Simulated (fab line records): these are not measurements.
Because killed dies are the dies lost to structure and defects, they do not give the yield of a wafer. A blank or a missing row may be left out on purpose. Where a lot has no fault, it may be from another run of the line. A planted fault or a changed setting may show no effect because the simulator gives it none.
Chamber matching | flow nandHarc | pecvd-01 running NHARC_A_DECK1_JOINT_DEP_16: 3 sister chambers
The step deposits SiO2, target thk 45 nm. 3 wafers are shown with their chamber, then 7 later ones without.

## EACH WAFER AND ITS CHAMBER
wafer  | chamber | heaterPowerW (W)
L084.6 | 2       | 571
L085.1 | 1       | 488
L085.3 | 0       | 849

## WAFERS MISSING THEIR CHAMBER
wafer  | heaterPowerW (W)
L085.6 | 828
L090.1 | 516
L090.3 | 861
L090.6 | 509
L092.2 | 475
L092.3 | 554
L092.4 | 578

## CHAMBER TAKEN BY EACH
wafer  | from the rows above     | in truth
L085.6 | 0                       | 0
L090.1 | can't be placed: 1 or 2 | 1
L090.3 | 0                       | 0
L090.6 | 1                       | 1
L092.2 | 1                       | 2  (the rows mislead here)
L092.3 | 2                       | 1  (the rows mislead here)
L092.4 | 2                       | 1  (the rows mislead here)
3 of 7 placed correctly. These rows do not allow placing 1 (true chamber among the candidates in 1). Placed wrongly: 3.
How it was worked out, from the rows above alone: a wafer's distance from a chamber is the root of the sum, over the readings, of the square of ((its reading less the chamber's mean) divided by the reading's scatter). If the next closest chamber is less than 2 further off than the closest, the wafer can't be placed; otherwise it belongs to the closest. A chamber's mean is the mean of its shown wafers. The scatter: with one shown wafer a chamber, the root of the mean of the squares of how far each hidden wafer lies from its nearest shown one.
